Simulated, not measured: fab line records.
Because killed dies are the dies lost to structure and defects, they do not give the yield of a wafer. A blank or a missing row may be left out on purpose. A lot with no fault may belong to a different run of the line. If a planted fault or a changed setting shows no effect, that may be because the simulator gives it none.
Which tool was responsible?	flow n5_finfet	24 wafers from 8 lots sampled at 5 of the route's 1938 steps

WHAT THE GAUGES SHOWED, per wafer
N5_BEOL_M4_RC_MEAS_101.
lot	measured	on	DIBL_N (mV/V)	DIBL_P (mV/V)	IOFF_N (nA/um)	IOFF_N_85C (nA/um)	IOFF_N_LIN (nA/um)	IOFF_N_LONG (nA/um)	IOFF_P (nA/um)	IOFF_P_LIN (nA/um)	IOFF_P_LONG (nA/um)	ION_N (uA/um)	ION_P (uA/um)	SS_N (mV/dec)	SS_P (mV/dec)	VT_N (mV)	VT_N_LONG (mV)	VT_N_LVT (mV)	VT_P (mV)	VT_P_LONG (mV)	VT_P_LVT (mV)
L848	day 8 19:38	prober-01	37.7 32.4 36.1	39.0 32.8 37.3	0.21 0.11 0.18	3.9 2.3 3.5	0.091 0.054 0.081	5.85e-05 5.76e-05 5.86e-05	0.24 0.15 0.21	0.109 0.080 0.101	0.000106 0.000111 0.000104	684 666 682	467 458 465	72.2 70.6 71.9	74.0 72.1 73.8	244.9 253.1 246.9	272.9 276.0 272.9	93 102 95	-249 -256 -250	-274 -277 -274	-95 -101 -97
L846	day 9 21:03	prober-02	37.9 38.6 38.9	37.9 38.6 40.7	0.17 0.19 0.21	3.1 3.5 3.8	0.073 0.079 0.094	5.55e-05 5.56e-05 5.51e-05	0.20 0.22 0.26	0.099 0.104 0.120	0.000113 0.000112 0.000107	671 677 713	454 459 480	72.0 72.0 71.7	73.3 73.4 73.4	250.8 247.7 244.9	274.7 275.2 276.6	100 98 94	-250 -249 -249	-277 -276 -275	-99 -98 -96
L851	day 10 00:26	prober-02	37.3 39.4 37.5	37.8 38.5 36.9	0.18 0.21 0.18	3.4 3.9 3.5	0.086 0.095 0.085	5.49e-05 5.48e-05 5.64e-05	0.23 0.24 0.22	0.105 0.105 0.102	9.7e-05 0.000102 0.000103	690 693 689	467 462 468	71.9 72.3 71.6	74.0 74.5 73.8	246.8 245.6 246.4	276.1 274.7 275.1	94 93 95	-249 -248 -249	-277 -280 -277	-97 -97 -97
L852	day 9 19:16	prober-02	36.6 37.9 38.8	35.3 38.5 38.1	0.14 0.18 0.19	2.8 3.5 3.5	0.067 0.082 0.081	5.14e-05 5.16e-05 5.22e-05	0.16 0.22 0.21	0.080 0.099 0.096	8.9e-05 9.8e-05 9e-05	663 684 681	449 464 463	72.0 72.4 71.7	72.9 74.1 74.2	253.8 248.7 249.6	277.3 275.3 278.1	99 96 97	-254 -253 -253	-280 -280 -279	-103 -100 -102
L856	day 10 19:43	prober-02	35.7 38.2 34.0	37.0 41.7 35.3	0.14 0.21 0.13	2.8 3.9 2.6	0.066 0.096 0.063	5.3e-05 5.14e-05 5.37e-05	0.18 0.25 0.17	0.084 0.106 0.082	9.5e-05 9e-05 9.4e-05	663 690 665	455 469 462	72.0 71.6 70.7	73.9 75.1 73.4	250.1 245.4 251.2	276.8 278.5 275.5	101 93 99	-254 -252 -255	-279 -281 -278	-99 -96 -100
L857	day 11 00:59	prober-01	38.3 37.0 35.7	38.8 36.4 34.3	0.17 0.16 0.14	3.3 3.1 2.8	0.079 0.076 0.066	5.24e-05 5.53e-05 5.42e-05	0.24 0.21 0.17	0.111 0.100 0.086	9.8e-05 9.9e-05 9e-05	671 691 672	463 468 457	71.8 71.1 71.4	75.1 73.4 72.9	250.1 248.5 251.5	275.7 273.7 276.3	97 97 100	-246 -252 -251	-281 -278 -279	-97 -98 -102
L862	day 12 17:26	prober-01	39.9 40.3 36.9	40.1 41.7 36.5	0.23 0.24 0.03	4.2 4.3 0.7	0.101 0.102 0.013	5.57e-05 5.5e-05 2.57e-05	0.24 0.26 0.28	0.105 0.112 0.134	8.2e-05 8.3e-05 0.000126	699 691 565	466 465 477	72.2 72.6 72.1	73.9 74.3 73.3	243.1 245.7 297.7	276.5 274.8 324.5	92 91 148	-252 -249 -243	-282 -281 -268	-99 -97 -90
L863	day 12 22:01	prober-01	36.6 35.4 39.7	36.0 34.3 38.6	0.03 0.02 0.21	0.7 0.6 4.1	0.012 0.011 0.083	2.42e-05 2.49e-05 5.37e-05	0.32 0.28 0.24	0.154 0.139 0.107	0.000159 0.00017 0.000107	564 576 671	481 492 455	71.4 71.3 72.8	73.1 73.1 73.6	300.9 300.3 248.7	328.4 323.6 276.7	150 151 98	-236 -239 -250	-261 -260 -274	-86 -88 -98

EACH LOT AND THE TOOL THAT RAN IT (in order: tool; ch and the chambers of the sampled wafers; start)
lot	N5_HKMG_FIN_ETCH_86	N5_HKMG_FIN_STRIP_89	N5_HKMG_FIN_NWFM_ALD_20	N5_HKMG_FIN_ALD_72
L848	rie_diel-01 ch 0,2,3, day 4 20:26	rie_diel-01 ch 0,2,3, day 4 20:30	ald_metal-01 ch 0,1,2, day 4 21:05	cvd_w-01 ch 0,1, day 4 22:41
L846	rie_diel-01 ch 0,2, day 5 13:10	rie_diel-01 ch 0,2, day 5 13:13	ald_metal-01 ch 0,1,2, day 5 13:51	cvd_w-02 ch 0,1, day 5 15:24
L851	rie_diel-05 ch 0,1,3, day 5 14:03	rie_diel-05 ch 0,1,3, day 5 14:07	ald_metal-04 ch 0,2,3, day 5 14:41	cvd_w-01 ch 0,1, day 5 16:15
L852	rie_diel-05 ch 0,3, day 5 18:01	rie_diel-05 ch 0,3, day 5 18:04	ald_metal-01 ch 0,1,3, day 5 18:39	cvd_w-02 ch 1, day 5 20:19
L856	rie_diel-05 ch 2,3, day 6 14:11	rie_diel-05 ch 2,3, day 6 14:14	ald_metal-04 ch 1,3, day 6 14:49	cvd_w-01 ch 0,1, day 6 16:22
L857	rie_diel-01 ch 0,1, day 7 01:19	rie_diel-01 ch 0,1, day 7 01:22	ald_metal-04 ch 1,3, day 7 01:57	cvd_w-02 ch 0,1, day 7 03:29
L862	rie_diel-03 ch 1,2, day 8 01:53	rie_diel-03 ch 1,2, day 8 01:57	ald_metal-01 ch 0,3, day 8 02:32	cvd_w-02 ch 0, day 8 04:07
L863	rie_diel-05 ch 0,1, day 8 12:44	rie_diel-05 ch 0,1, day 8 12:47	ald_metal-01 ch 1,2,3, day 8 13:34	cvd_w-01 ch 0,1, day 8 15:08
- N5_HKMG_FIN_ETCH_86: etches SOC in N2/H2, stops on TiN, target depth 393.2 nm.
- N5_HKMG_FIN_STRIP_89: strips SOC in N2/H2, time 20 s.
- N5_HKMG_FIN_NWFM_ALD_20: deposits TiAlC, target thk 2 nm, pulse time 3 s, purge time 2 s.
- N5_HKMG_FIN_ALD_72: deposits W, target thk 2 nm, pulse time 1 s, purge time 2 s.

AS READ BY THE TOOLS THEMSELVES (means over the sampled wafers that have a number; for cases with no such wafer, the mark the record gives instead)
N5_HKMG_FIN_ETCH_86.
lot	tool	drypump_motor_current_A (A)	oes_product_au (a.u.)	rf_vpp_V (V)	showerhead_plenum_p_Torr (Torr)	throttle_valve_pct (%)
L848	rie_diel-01	5.6	0.77	242.0	2.62	17.80
L846	rie_diel-01	5.4	0.77	242.5	2.62	17.84
L851	rie_diel-05	5.5	0.86	241.1	2.55	17.88
L852	rie_diel-05	5.7	0.85	240.6	2.54	17.85
L856	rie_diel-05	5.0	0.87	242.9	2.70	17.82
L857	rie_diel-01	6.0	0.83	241.2	2.59	17.75
L862	rie_diel-03	5.3	0.78	241.1	2.56	17.99
L863	rie_diel-05	5.9	0.83	239.4	2.47	17.94

N5_HKMG_FIN_STRIP_89.
lot	tool	drypump_motor_current_A (A)	oes_product_au (a.u.)	rf_vpp_V (V)	showerhead_plenum_p_Torr (Torr)	throttle_valve_pct (%)
L848	rie_diel-01	5.6	0.77	54.7	3.46	19.05
L846	rie_diel-01	5.4	0.78	54.1	3.45	19.06
L851	rie_diel-05	5.5	0.87	54.2	3.37	19.17
L852	rie_diel-05	5.7	0.85	53.7	3.36	19.00
L856	rie_diel-05	4.9	0.87	54.6	3.56	19.06
L857	rie_diel-01	6.0	0.83	53.6	3.41	18.97
L862	rie_diel-03	5.3	0.77	54.3	3.37	19.09
L863	rie_diel-05	5.9	0.85	54.3	3.27	19.41

N5_HKMG_FIN_NWFM_ALD_20.
lot	tool	heater_power_w (W)	precursor_pulse_height_rel
L848	ald_metal-01	469	0.996
L846	ald_metal-01	469	0.985
L851	ald_metal-04	475	1.004
L852	ald_metal-01	483	1.016
L856	ald_metal-04	474	0.994
L857	ald_metal-04	475	1.028
L862	ald_metal-01	489	1.002
L863	ald_metal-01	510	1.017

N5_HKMG_FIN_ALD_72.
lot	tool	heater_power_w (W)	precursor_pulse_height_rel
L848	cvd_w-01	456	1.011
L846	cvd_w-02	474	0.979
L851	cvd_w-01	455	0.998
L852	cvd_w-02	495	0.999
L856	cvd_w-01	461	1.002
L857	cvd_w-02	465	1.001
L862	cvd_w-02	444	1.004
L863	cvd_w-01	431	0.994

THE ANSWER, worked out from the rows above alone
Rule: the lots themselves supply what counts as usual. Put in order of their means at a reading, lots are off if they are a third of the lots or fewer, leave a main group of 4 or more, and stand apart from it by a gap of 3 or more times the standard deviation of the main group's means; of several such gaps the widest counts. A main group whose means are all the same, to the digits that the tables above print for the reading, isn't used. Also off: a lot with no number at a reading for which 4 or more lots have one. The other lots that the step has rows for count as sound. First the gauges in route order, then the tools' own readings, where a lot's mean is used as printed above. The first step at which some lot is off is used, and at that step the reading that is off furthest; a lot without a number counts as furthest.
Off: L862, L863, at N5_BEOL_M4_RC_MEAS_101 (VT_N_LONG). The main group: mean 275.6 mV, standard deviation 1.
If a tool, at a process step before that reading, ran all the lots that are off and no sound lot after the first of them, it fits. Those tools and the gauges at N5_BEOL_M4_RC_MEAS_101 are tried in the same way. 2 tools fit, ald_metal-01 at N5_HKMG_FIN_NWFM_ALD_20 and prober-01 at N5_BEOL_M4_RC_MEAS_101, so this cannot tell which one it is.

WHAT THE SIMULATOR HAD PUT IN
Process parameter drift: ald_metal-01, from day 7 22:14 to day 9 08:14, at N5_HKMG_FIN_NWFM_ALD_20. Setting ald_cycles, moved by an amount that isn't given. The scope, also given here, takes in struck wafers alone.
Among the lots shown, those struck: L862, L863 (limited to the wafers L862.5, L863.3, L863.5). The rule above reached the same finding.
